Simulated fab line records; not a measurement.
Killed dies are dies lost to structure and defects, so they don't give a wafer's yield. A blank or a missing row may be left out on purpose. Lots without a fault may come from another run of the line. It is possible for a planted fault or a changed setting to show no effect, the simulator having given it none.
Which of the tools did it?    flow nand-harc    12 lots with 36 wafers sampled at 4 steps, on a route of 1159 steps

== WHAT EACH GAUGE READ, for each wafer ==
NHARC_P_GATE_OVL_MEAS_27.
lot   measured      on          overlay-x-nm (nm)
L075  day 5 01:05   overlay-02  1.3 1.3 1.0
L077  day 5 10:31   overlay-01  -1.0 -0.5 -1.0
L079  day 5 16:44   overlay-02  0.3 0.2 0.5
L081  day 6 14:53   overlay-02  -0.2 0.3 0.1
L083  day 7 02:25   overlay-02  -0.4 -0.3 -0.7
L085  day 7 21:44   overlay-02  -0.4 0.2 -0.3
L087  day 7 21:35   overlay-01  0.3 0.4 0.9
L089  day 8 14:41   overlay-02  0.1 0.3 -0.3
L091  day 8 20:53   overlay-02  -0.8 -0.5 0.0
L093  day 9 07:56   overlay-01  0.4 0.0 0.3
L095  day 10 06:52  overlay-02  1.3 0.9 1.4
L097  day 10 06:33  overlay-02  1.1 0.7 0.8

== WHICH TOOL RAN EACH LOT (tool, then ch and the chambers of the sampled wafers, then the start) ==
lot   NHARC_P_ZERO_WELL_ETCH_65          NHARC_P_ZERO_WELL_ETCH_62                      NHARC_P_GATE_HM_DEP_102
L075  rie-diel-13 ch 0,1, day 1 19:29    rie-diel-13 ch 0,1,3, day 4 23:46 or earlier   acl-dep-01 ch 0, day 4 23:46
L077  rie-diel-01 ch 1,2, day 2 07:29    rie-diel-01 ch 0,2, day 5 09:04 or earlier     acl-dep-02 ch 0, day 5 09:04
L079  rie-diel-11 ch 0,1,3, day 2 19:23  rie-diel-11 ch 2,3, day 5 15:25 or earlier     acl-dep-03 ch 0, day 5 15:25
L081  rie-diel-13 ch 1,2, day 3 07:29    rie-diel-13 ch 0,1,3, day 6 13:41 or earlier   acl-dep-01 ch 0, day 6 13:41
L083  rie-diel-11 ch 1,2, day 3 19:29    rie-diel-11 ch 0,2,3, day 7 01:18 or earlier   acl-dep-02 ch 0, day 7 01:18
L085  rie-diel-01 ch 1,2,3, day 4 07:23  rie-diel-01 ch 0,2,3, day 7 20:17 or earlier   acl-dep-02 ch 0, day 7 20:17
L087  rie-diel-01 ch 1,2, day 4 19:22    rie-diel-01 ch 0,3, day 7 20:15 or earlier     acl-dep-01 ch 0, day 7 20:15
L089  rie-diel-01 ch 0,2,3, day 5 07:29  rie-diel-01 ch 1,2, day 8 13:27 or earlier     acl-dep-01 ch 0, day 8 13:27
L091  rie-diel-11 ch 0,2, day 5 19:26    rie-diel-11 ch 1,2,3, day 8 19:40 or earlier   acl-dep-02 ch 0, day 8 19:40
L093  rie-diel-11 ch 1,2,3, day 6 07:23  rie-diel-11 ch 0,2,3, day 9 06:37 or earlier   acl-dep-02 ch 0, day 9 06:37
L095  rie-diel-11 ch 0,1,2, day 6 19:28  rie-diel-11 ch 0,1,3, day 10 05:08 or earlier  acl-dep-02 ch 0, day 10 05:08
L097  rie-diel-01 ch 0,2,3, day 7 07:21  rie-diel-01 ch 0,1, day 10 05:08 or earlier    acl-dep-03 ch 0, day 10 05:08
- NHARC_P_ZERO_WELL_ETCH_65: etches the open film in N2/H2, target depth 80 nm, overetch 24 nm, time 87.88 s.
- NHARC_P_ZERO_WELL_ETCH_62: etches the open film in CHF3/Ar, target depth 13 nm, time 6.5 s.
- NHARC_P_GATE_HM_DEP_102: deposits aC, target thk 120 nm.

== THE ANSWER, worked out from the rows above alone ==
Rule: what is usual is taken from the lots themselves. Put in order of their means at a reading, lots are off if they are a third of the lots or fewer, leave a main group of 4 or more, and stand apart from it by a gap of 3 or more times the standard deviation of the main group's means; of several such gaps the widest counts. A main group is skipped when, at the precision printed for the reading in the tables above, its means are all equal. Also off: a lot with no number at a reading for which 4 or more lots have one. The other lots that the step has rows for count as sound.
Nothing can be told from this: no lot is off at any reading shown.

== WHAT THE SIMULATOR PUT IN ==
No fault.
